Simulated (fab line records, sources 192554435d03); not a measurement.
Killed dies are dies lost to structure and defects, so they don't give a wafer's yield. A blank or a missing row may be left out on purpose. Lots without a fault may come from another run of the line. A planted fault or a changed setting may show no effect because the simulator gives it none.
fab line records | flow n5_finfet | part 1 of 2: steps 1 to 18 of 31
record lots=5 wafers=15 last_day=18
route steps=1938 shown BEOL_M6@1223
lots that met no fault: from a run of the same line without faults
start_h: hours from the record's first day to the start of the lot's first wafer shown | wait_h: hours since the lot's step before | " the same as in the row above | L1.1+2: a row that stands for several wafers | - no value, or no start given | * or withheld: withheld | < > ~ a bound
route shown NAME@n: a module of which the file shows steps, and the number in the route of the first | usual: mean/standard deviation of fault-free wafers | same: alike in all rows | chamber/n: place in a boat | sites: the reading at each site | _std_site: their standard deviation | _edge_site: outer sites' mean less inner sites' | radius_mm: how far each site lies from the wafer's centre | mask NAME#n: copy n | behind: the tool/chamber that last shaped the wafer | hold: why the lot was held/for how many hours/how that ended | device: the transistor (n, p or np) that didn't switch | end of line: the same wafers' tests at the end of the route | a step without rows: its recipe alone | killed: dies lost to structure and defects at the first sort, not the wafer's yield | map: a wafer's dies, x killed, . not, _ none there
set.NAME: the setting as run; set.NAME@STEP: as run at that earlier step | model.NAME: the simulator's own value behind a step, which no gauge read
lots at some steps of the route; a table a step, a row a wafer
services: from which hour (start_h, from the record's first day; less than 0 if before it) a tool's chamber was out of use, for how many hours, and why
## steps
# step N5_BEOL_M6_SOFTBAKE_23
# recipe temp_c=110 time_s=60 resist=CAR-EUV
# columns lot.wafer tool chamber start_h wait_h
L075.1+2+5 litho_track-01 0 - -
L080.1+2+6 litho_track-01 0 - -
L087.1+2+4 litho_track-05 0 - -
L095.1+3+5 litho_track-02 0 - -
L096.1+4+6 litho_track-02 0 - -
# step N5_BEOL_M6_EXPOSE_25
# recipe mask_id=V5 na=0.33 source_shape=annular sigma_inner=0.4 sigma_outer=0.8 polarization=unpolarized target_cd_nm=40 dose_mj=45
# columns lot.wafer tool chamber start_h wait_h mask
L075.1+2+5 euv_scanner-02 0 210.49 - V5#0
L080.1+2+6 euv_scanner-02 0 234.51 - V5#0
L087.1+2+4 euv_scanner-01 0 275.36 - V5#0
L095.1+3+5 euv_scanner-02 0 325.87 - V5#0
L096.1+4+6 euv_scanner-02 0 338.05 - V5#0
# step N5_BEOL_M6_PEB_26
# recipe peb_temp_c=100 peb_time_s=60 resist=CAR-EUV
# columns lot.wafer tool chamber start_h wait_h
L075.1+2+5 litho_track-02 0 210.56 0.1
L080.1+2+6 litho_track-02 0 234.57 0.1
L087.1+2+4 litho_track-01 0 275.43 0.1
L095.1+3+5 litho_track-05 0 325.93 0.1
L096.1+4+6 litho_track-05 0 338.12 0.1
# step N5_BEOL_M6_DEVELOP_27
# recipe develop_time_s=30 developer=TMAH resist=CAR-EUV rinse_liquid=surfactant_rinse dry=air_spin dev_temp_c=23
# columns lot.wafer tool chamber start_h wait_h
L075.1+2+5 litho_track-02 0 - -
L080.1+2+6 litho_track-02 0 - -
L087.1+2+4 litho_track-01 0 - -
L095.1+3+5 litho_track-05 0 - -
L096.1+4+6 litho_track-05 0 - -
# step N5_BEOL_M6_CD_MEAS_28
# recipe target_cd_nm=40 landing_energy_ev=500 detector=se_inlens
# usual cd_nm=40.03/0.22
# columns lot.wafer tool chamber start_h wait_h cd_nm
L075.1 cd_sem-02 0 210.62 - 40.04
L075.2 " 0 " " 39.98
L075.5 " 0 " " 39.87
L080.1 cd_sem-01 0 234.64 - 40.01
L080.2 " 0 " " 40.32
L080.6 " 0 " " 39.93
L087.1 cd_sem-03 0 275.50 - 40.31
L087.2 " 0 " " 40.00
L087.4 " 0 " " 40.45
L095.1 cd_sem-01 0 326.00 - 39.91
L095.3 " 0 " " 40.00
L095.5 " 0 " " 40.00
L096.1 cd_sem-01 0 338.19 - 39.96
L096.4 " 0 " " 40.17
L096.6 " 0 " " 40.06
# step N5_BEOL_M6_OVL_MEAS_29
# recipe points_per_wafer=522
# usual V5_OVL=-0.2/0.61
# columns lot.wafer tool chamber start_h wait_h V5_OVL[nm]
L075.1 overlay-01 0 210.65 0.0 -0.2
L075.2 " 0 " " -1.3
L075.5 " 0 " " -1.8
L080.1 overlay-01 0 234.67 0.0 0.0
L080.2 " 0 " " 1.0
L080.6 " 0 " " -0.4
L087.1 overlay-02 0 275.53 0.0 -1.1
L087.2 " 0 " " -1.5
L087.4 " 0 " " -1.0
L095.1 overlay-02 0 326.03 0.0 0.0
L095.3 " 0 " " 0.1
L095.5 " 0 " " -0.1
L096.1 overlay-02 0 338.22 0.0 0.1
L096.4 " 0 " " -0.6
L096.6 " 0 " " 0.7
# step N5_BEOL_M6_INSPECT_30
# recipe mode=adi inspect_instrument=brightfield
# usual raw_defect_count=391/85
# columns lot.wafer tool chamber start_h wait_h raw_defect_count
L075.1 defect_inspect-01 - 210.71 0.1 371
L075.2 " - " " 345
L075.5 " - " " 330
L080.1 defect_inspect-02 - 234.73 0.1 392
L080.2 " - " " 399
L080.6 " - " " 337
L087.1 defect_inspect-01 - 275.59 0.1 266
L087.2 " - " " 386
L087.4 " - " " 352
L095.1 defect_inspect-01 - 326.09 0.1 314
L095.3 " - " " 479
L095.5 " - " " 291
L096.1 defect_inspect-01 - 338.27 0.1 378
L096.4 " - " " 318
L096.6 " - " " 400
# step N5_BEOL_M6_DESCUM_33
# recipe chemistry=O2 time_s=7 source_power_w=50 bias_power_w=20 pressure_mtorr=20 rf_frequency_hz=2.712e+07 temp_c=40 resist=CAR-EUV o2_flow_sccm=225
# usual drypump_motor_current_A=5.7/0.51 oes_product_au=0.80/0.11 rf_vpp_V=242.8/1.4 showerhead_plenum_p_Torr=2.08/0.068 throttle_valve_pct=20.53/0.18
# columns lot.wafer tool chamber start_h wait_h drypump_motor_current_A oes_product_au rf_hours_counter_h rf_vpp_V showerhead_plenum_p_Torr throttle_valve_pct
L075.1 rie_diel-01 2 211.37 0.7 5.1 0.72 187 243.8 2.08 20.52
L075.2 " 0 " " 6.3 0.71 208 243.2 2.08 20.75
L075.5 " 3 " " 5.7 0.75 - 244.4 2.17 20.65
L080.1 rie_diel-02 3 234.83 0.1 5.4 0.96 8 244.5 2.13 20.25
L080.2 " 0 " " 5.9 0.94 19 241.8 2.05 20.45
L080.6 " 0 " " 5.9 0.94 - 242.7 2.05 20.44
L087.1 rie_diel-05 3 275.62 0.0 5.9 0.69 216 241.7 1.99 20.49
L087.2 " 1 " " 5.2 0.82 102 240.7 2.03 20.51
L087.4 " 0 " " 5.6 1.02 1 242.2 2.06 20.36
L095.1 rie_diel-01 1 326.12 0.0 5.2 0.73 190 241.5 1.99 20.83
L095.3 " 0 " " 6.3 0.68 249 243.3 2.06 20.81
L095.5 " 3 " " 5.8 0.71 - 245.4 2.16 20.70
L096.1 rie_diel-05 0 338.34 0.1 5.6 0.94 23 242.4 2.06 20.39
L096.4 " 3 " " 5.9 0.69 238 241.5 1.98 20.52
L096.6 " 2 " " 5.1 0.69 - 239.6 1.98 20.27
# step N5_BEOL_M6_ETCH_72
# recipe chemistry=N2/H2 target=underlayer target_depth_a=65 mask_material=CAR-EUV time_s=5.2 ion_energy_ev=200 pressure_mtorr=30 source_w=840 bias_w=150 n2_flow_sccm=200 h2_flow_sccm=200 ends=cleared
# usual drypump_motor_current_A=5.7/0.51 etch_rf_on_time_s=5.18/0.079 oes_product_au=0.68/0.092 rf_vpp_V=523.3/2.6 showerhead_plenum_p_Torr=2.52/0.084 throttle_valve_pct=17.94/0.21
# columns lot.wafer tool chamber start_h wait_h drypump_motor_current_A etch_rf_on_time_s oes_product_au rf_hours_counter_h rf_vpp_V showerhead_plenum_p_Torr throttle_valve_pct
L075.1 rie_diel-01 2 211.41 0.0 5.1 5.29 0.61 187 524.3 2.53 18.02
L075.2 " 0 " " 6.3 5.27 0.61 208 522.6 2.51 18.08
L075.5 " 3 " " 5.7 5.25 0.63 - 527.3 2.64 18.04
L080.1 rie_diel-02 3 234.86 0.0 5.4 5.07 0.83 8 525.0 2.60 17.73
L080.2 " 0 " " 5.9 5.03 0.80 19 522.0 2.50 17.74
L080.6 " 0 " " 5.9 5.07 0.82 - 521.2 2.50 17.75
L087.1 rie_diel-05 3 275.65 0.0 5.9 5.07 0.59 216 524.2 2.42 17.98
L087.2 " 1 " " 5.2 5.14 0.69 102 521.0 2.46 17.85
L087.4 " 0 " " 5.6 5.05 0.86 1 523.0 2.50 17.74
L095.1 rie_diel-01 1 326.16 0.0 5.2 5.23 0.62 190 521.2 2.43 18.45
L095.3 " 0 " " 6.3 5.23 0.58 249 522.9 2.49 18.16
L095.5 " 3 " " 5.7 5.31 0.61 - 525.4 2.63 18.10
L096.1 rie_diel-05 0 338.37 0.0 5.7 5.11 0.80 23 522.8 2.49 17.79
L096.4 " 3 " " 5.9 5.22 0.57 238 518.2 2.41 17.98
L096.6 " 2 " " 5.1 5.32 0.58 - 518.9 2.40 17.68
# step N5_BEOL_M6_ETCH_65
# recipe chemistry=CF4 target=SiARC target_depth_a=156 mask_material=CAR-EUV time_s=26 ion_energy_ev=80 pressure_mtorr=40 source_w=545 bias_w=36 Ar_flow_sccm=100 cf4_flow_sccm=100 ends=cleared
# usual drypump_motor_current_A=5.7/0.51 etch_rf_on_time_s=26.0/0.37 oes_product_au=0.68/0.091 rf_vpp_V=183.9/1.2 showerhead_plenum_p_Torr=2.13/0.068 throttle_valve_pct=15.69/0.2
# columns lot.wafer tool chamber start_h wait_h drypump_motor_current_A etch_rf_on_time_s oes_product_au rf_hours_counter_h rf_vpp_V showerhead_plenum_p_Torr throttle_valve_pct
L075.1 rie_diel-01 2 211.42 0.0 5.1 26.5 0.62 187 182.2 2.13 15.71
L075.2 " 0 " " 6.3 26.2 0.61 208 184.5 2.13 15.95
L075.5 " 3 " " 5.8 26.1 0.63 - 185.6 2.22 15.87
L080.1 rie_diel-02 3 234.88 0.0 5.4 25.6 0.82 8 185.3 2.19 15.42
L080.2 " 0 " " 5.9 25.5 0.81 19 182.8 2.09 15.51
L080.6 " 0 " " 5.9 25.3 0.81 - 185.8 2.09 15.53
L087.1 rie_diel-05 3 275.67 0.0 5.9 26.1 0.58 216 184.4 2.04 15.73
L087.2 " 1 " " 5.2 25.9 0.68 102 183.5 2.07 15.55
L087.4 " 0 " " 5.6 25.4 0.86 1 184.2 2.11 15.45
L095.1 rie_diel-01 1 326.17 0.0 5.2 26.0 0.62 190 182.6 2.05 16.03
L095.3 " 0 " " 6.3 26.1 0.58 249 184.7 2.11 16.02
L095.5 " 3 " " 5.8 26.2 0.61 - 185.4 2.21 15.92
L096.1 rie_diel-05 0 338.39 0.0 5.7 25.5 0.80 23 184.7 2.10 15.49
L096.4 " 3 " " 5.9 25.9 0.58 238 183.9 2.03 15.76
L096.6 " 2 " " 5.1 26.5 0.58 - 183.7 2.02 15.50
# step N5_BEOL_M6_ETCH_66
# recipe chemistry=N2/H2 target=SOC target_depth_a=800 overetch_a=160 mask_material=SiARC temp_c=40 time_s=120 ion_energy_ev=200 pressure_mtorr=30 source_w=840 bias_w=150 n2_flow_sccm=200 h2_flow_sccm=200
# usual drypump_motor_current_A=5.7/0.5 oes_product_au=0.61/0.076 rf_vpp_V=523.4/2.5 showerhead_plenum_p_Torr=2.52/0.084 throttle_valve_pct=17.90/0.21
# columns lot.wafer tool chamber start_h wait_h drypump_motor_current_A oes_product_au rf_hours_counter_h rf_vpp_V showerhead_plenum_p_Torr throttle_valve_pct
L075.1 rie_diel-01 2 211.45 0.0 5.1 0.55 187 523.8 2.53 17.98
L075.2 " 0 " " 6.3 0.55 208 523.1 2.51 18.04
L075.5 " 3 " " 5.7 0.57 - 525.1 2.64 17.99
L080.1 rie_diel-02 3 234.91 0.0 5.4 0.72 8 525.7 2.60 17.66
L080.2 " 0 " " 5.9 0.71 19 521.8 2.49 17.70
L080.6 " 0 " " 5.9 0.71 - 522.3 2.49 17.71
L087.1 rie_diel-05 3 275.70 0.0 5.9 0.53 216 520.3 2.42 17.92
L087.2 " 1 " " 5.2 0.62 102 521.0 2.46 17.82
L087.4 " 0 " " 5.7 0.76 1 523.4 2.50 17.69
L095.1 rie_diel-01 1 326.20 0.0 5.2 0.56 190 521.0 2.43 18.40
L095.3 " 0 " " 6.3 0.53 249 523.7 2.49 18.11
L095.5 " 3 " " 5.7 0.56 - 524.4 2.63 18.05
L096.1 rie_diel-05 0 338.42 0.0 5.7 0.71 23 522.7 2.49 17.72
L096.4 " 3 " " 5.9 0.51 238 519.4 2.41 17.97
L096.6 " 2 " " 5.1 0.52 - 521.4 2.40 17.66
# step N5_BEOL_M6_STRIP_69
# recipe chemistry=N2/H2 temp_c=40 n2_flow_sccm=200 h2_flow_sccm=200 rf_frequency_hz=6e+07
# columns lot.wafer tool chamber start_h wait_h
L075.1+2+5 rie_diel-01 2,0,3 211.53 0.0
L080.1+2+6 rie_diel-02 3,0,0 234.99 0.0
L087.1+2+4 rie_diel-05 3,1,0 275.78 0.0
L095.1+3+5 rie_diel-01 1,0,3 326.28 0.0
L096.1+4+6 rie_diel-05 0,3,2 338.50 0.0
# step N5_BEOL_M6_STRIP_73
# recipe chemistry=N2/H2 temp_c=40 n2_flow_sccm=200 h2_flow_sccm=200 rf_frequency_hz=6e+07
# columns lot.wafer tool chamber start_h wait_h
L075.1+2+5 rie_diel-01 2,0,3 211.54 0.0
L080.1+2+6 rie_diel-02 3,0,0 235.00 0.0
L087.1+2+4 rie_diel-05 3,1,0 275.79 0.0
L095.1+3+5 rie_diel-01 1,0,3 326.29 0.0
L096.1+4+6 rie_diel-05 0,3,2 338.51 0.0
# step N5_BEOL_M6_VIA_ETCH_34
# recipe chemistry=C4F6/O2 target=SiCOH_lowk target_depth_a=1263 mask_material=SOC taper_deg=4 time_s=50.9 ion_energy_ev=250 pressure_mtorr=30 source_w=345 bias_w=185 Ar_flow_sccm=300 C4F6_flow_sccm=10 O2_flow_sccm=10
# usual drypump_motor_current_A=5.7/0.51 oes_product_au=0.80/0.11 rf_vpp_V=668/5.6 showerhead_plenum_p_Torr=2.82/0.089 throttle_valve_pct=20.97/0.19
# columns lot.wafer tool chamber start_h wait_h drypump_motor_current_A oes_product_au rf_hours_counter_h rf_vpp_V showerhead_plenum_p_Torr throttle_valve_pct
L075.1 rie_diel-01 2 211.55 0.0 5.1 0.72 187 667 2.83 20.96
L075.2 " 0 " " 6.3 0.70 208 666 2.82 21.19
L075.5 " 3 " " 5.8 0.74 - 676 2.95 21.08
L080.1 rie_diel-02 3 235.01 0.0 5.4 0.96 8 666 2.91 20.78
L080.2 " 0 " " 5.9 0.94 19 676 2.79 20.86
L080.6 " 0 " " 5.9 0.94 - 675 2.79 20.85
L087.1 rie_diel-05 3 275.80 0.0 5.9 0.69 216 667 2.72 20.97
L087.2 " 1 " " 5.2 0.80 102 669 2.74 20.83
L087.4 " 0 " " 5.6 1.01 1 672 2.80 20.79
L095.1 rie_diel-01 1 326.30 0.0 5.2 0.73 190 670 2.72 21.32
L095.3 " 0 " " 6.3 0.68 249 665 2.80 21.25
L095.5 " 3 " " 5.7 0.72 - 677 2.93 21.14
L096.1 rie_diel-05 0 338.52 0.0 5.6 0.93 23 673 2.79 20.85
L096.4 " 3 " " 5.9 0.68 238 666 2.71 21.01
L096.6 " 2 " " 5.1 0.68 - 661 2.69 20.65
# step N5_BEOL_M6_STRIP_76
# recipe chemistry=C4F6/O2 resist=SiARC rf_frequency_hz=6e+07
# columns lot.wafer tool chamber start_h wait_h
L075.1+2+5 rie_diel-01 2,0,3 211.59 0.0
L080.1+2+6 rie_diel-02 3,0,0 235.05 0.0
L087.1+2+4 rie_diel-05 3,1,0 275.84 0.0
L095.1+3+5 rie_diel-01 1,0,3 326.34 0.0
L096.1+4+6 rie_diel-05 0,3,2 338.56 0.0
# step N5_BEOL_M6_STRIP_36
# recipe chemistry=N2/H2 power_w=450 temp_c=40 pressure_mtorr=20 rf_frequency_hz=6e+07 overash_fraction=0.3 bias_power_w=7 h2_frac=0.5 n2_flow_sccm=200 h2_flow_sccm=200
# usual drypump_motor_current_A=5.7/0.51 oes_product_au=0.80/0.11 rf_vpp_V=58.9/1.7 showerhead_plenum_p_Torr=2.52/0.084 throttle_valve_pct=23.73/0.26
# same overash_fraction=0.3
# columns lot.wafer tool chamber start_h wait_h drypump_motor_current_A oes_product_au rf_hours_counter_h rf_vpp_V showerhead_plenum_p_Torr throttle_valve_pct
L075.1 rie_diel-01 2 211.60 0.0 5.1 0.73 187 61.0 2.53 23.85
L075.2 " 0 " " 6.3 0.71 208 59.3 2.50 23.77
L075.5 " 3 " " 5.8 0.74 - 61.3 2.64 23.74
L080.1 rie_diel-02 3 235.06 0.0 5.4 0.95 8 60.9 2.60 23.53
L080.2 " 0 " " 5.9 0.94 19 57.5 2.49 23.39
L080.6 " 0 " " 5.9 0.94 - 58.2 2.49 23.41
L087.1 rie_diel-05 3 275.85 0.0 5.9 0.70 216 57.0 2.41 23.76
L087.2 " 1 " " 5.2 0.80 102 58.6 2.45 23.67
L087.4 " 0 " " 5.6 1.03 1 61.2 2.50 23.60
L095.1 rie_diel-01 1 326.35 0.0 5.2 0.74 190 57.1 2.42 24.44
L095.3 " 0 " " 6.3 0.68 249 59.6 2.49 23.84
L095.5 " 3 " " 5.7 0.71 - 61.0 2.62 23.78
L096.1 rie_diel-05 0 338.57 0.0 5.6 0.94 23 61.0 2.49 23.65
L096.4 " 3 " " 5.9 0.67 238 56.9 2.40 23.74
L096.6 " 2 " " 5.1 0.68 - 54.9 2.40 23.33
# step N5_BEOL_M6_TRENCH_ETCH_37
# recipe chemistry=C4F6/O2 target_depth_a=944.35 target=SiCOH_lowk time_s=31.5 ion_energy_ev=250 pressure_mtorr=30 source_w=345 bias_w=185 Ar_flow_sccm=300 C4F6_flow_sccm=10 O2_flow_sccm=10
# usual drypump_motor_current_A=5.7/0.51 oes_product_au=0.80/0.11 rf_vpp_V=668/5.5 showerhead_plenum_p_Torr=2.82/0.089 throttle_valve_pct=21.00/0.19
# columns lot.wafer tool chamber start_h wait_h drypump_motor_current_A oes_product_au rf_hours_counter_h rf_vpp_V showerhead_plenum_p_Torr throttle_valve_pct
L075.1 rie_diel-01 2 - - 5.2 0.72 187 667 2.83 21.02
L075.2 " 0 " " 6.4 0.71 208 664 2.82 21.24
L075.5 " 3 " " 5.7 0.74 - 678 2.95 21.12
L080.1 rie_diel-02 3 - - 5.4 0.96 8 668 2.91 20.82
L080.2 " 0 " " 5.9 0.95 19 676 2.79 20.88
L080.6 " 0 " " 5.9 0.95 - 675 2.79 20.89
L087.1 rie_diel-05 3 - - 5.9 0.69 216 666 2.72 21.01
L087.2 " 1 " " 5.2 0.81 102 669 2.74 20.85
L087.4 " 0 " " 5.6 1.00 1 672 2.80 20.84
L095.1 rie_diel-01 1 - - 5.2 0.73 190 671 2.72 21.35
L095.3 " 0 " " 6.3 0.69 249 665 2.80 21.27
L095.5 " 3 " " 5.8 0.72 - 676 2.93 21.18
L096.1 rie_diel-05 0 - - 5.6 0.93 23 672 2.79 20.87
L096.4 " 3 " " 5.9 0.69 238 666 2.71 21.05
L096.6 " 2 " " 5.1 0.69 - 660 2.69 20.70
# step N5_BEOL_M6_ETCH_41
# recipe chemistry=CH3F/O2 target=SiCN target_depth_a=297 taper_deg=2 time_s=52 ion_energy_ev=120 mask_material=TiN pressure_mtorr=30 source_w=395 bias_w=75 Ar_flow_sccm=150 CH3F_flow_sccm=30 O2_flow_sccm=20
# usual drypump_motor_current_A=5.7/0.51 oes_product_au=0.80/0.11 rf_vpp_V=297.0/1.7 showerhead_plenum_p_Torr=1.98/0.066 throttle_valve_pct=16.39/0.19
# columns lot.wafer tool chamber start_h wait_h drypump_motor_current_A oes_product_au rf_hours_counter_h rf_vpp_V showerhead_plenum_p_Torr throttle_valve_pct
L075.1 rie_diel-01 2 - - 5.1 0.72 187 297.9 1.99 16.39
L075.2 " 0 " " 6.3 0.70 208 298.6 1.98 16.64
L075.5 " 3 " " 5.7 0.74 - 298.9 2.08 16.53
L080.1 rie_diel-02 3 - - 5.4 0.95 8 299.3 2.04 16.17
L080.2 " 0 " " 5.9 0.94 19 297.0 1.96 16.26
L080.6 " 0 " " 5.9 0.95 - 297.6 1.96 16.25
L087.1 rie_diel-05 3 - - 5.9 0.69 216 294.6 1.90 16.44
L087.2 " 1 " " 5.2 0.81 102 296.6 1.92 16.25
L087.4 " 0 " " 5.6 1.01 1 296.9 1.97 16.16
L095.1 rie_diel-01 1 - - 5.2 0.72 190 295.6 1.91 16.75
L095.3 " 0 " " 6.3 0.68 249 296.8 1.97 16.72
L095.5 " 3 " " 5.7 0.71 - 299.1 2.06 16.61
L096.1 rie_diel-05 0 - - 5.6 0.93 23 295.3 1.96 16.22
L096.4 " 3 " " 5.9 0.68 238 294.8 1.90 16.45
L096.6 " 2 " " 5.1 0.68 - 295.0 1.88 16.19
